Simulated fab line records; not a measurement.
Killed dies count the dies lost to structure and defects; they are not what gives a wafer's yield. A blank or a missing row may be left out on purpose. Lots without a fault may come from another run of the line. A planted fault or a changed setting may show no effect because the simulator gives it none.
Matching of chambers ; flow nand-harc ; NHARC_P_M1_PRE_CLEAN_32 on pecvd-03: 3 sister chambers
The step time 12 s. 3 wafers are shown with their chamber, then 8 later ones without.

## WAFERS, EACH WITH ITS CHAMBER
wafer;chamber;heater-power-w (W)
L085.5;2;627
L087.4;1;726
L088.2;0;567

## WAFERS WITHOUT THEIR CHAMBER
wafer;heater-power-w (W)
L088.3;629
L088.6;780
L091.3;774
L091.4;787
L091.5;568
L097.1;586
L097.3;703
L097.5;590

## THE CHAMBER EACH PASSED THROUGH
wafer;from the rows above;in truth
L088.3;can't be placed: 2 or 0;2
L088.6;1;1
L091.3;1;1
L091.4;1;1
L091.5;can't be placed: 0 or 2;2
L097.1;can't be placed: 0 or 2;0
L097.3;can't be placed: 1 or 2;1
L097.5;can't be placed: 0 or 2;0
Correctly placed: 3 of 8. Cannot be placed on the basis of these rows: 5; the candidates contain the true chamber in 5. Wrongly placed: 0.
How it was worked out, from the rows above alone: a wafer's distance from a chamber is the root of the sum, over the readings, of the square of ((its reading less the chamber's mean) divided by the reading's scatter). The wafer belongs to the nearest chamber; if the next one is less than 2 further off, it can't be placed. A chamber's mean is the mean of its shown wafers. The scatter: with one shown wafer a chamber, the root of the mean of the squares of how far each hidden wafer lies from its nearest shown one.
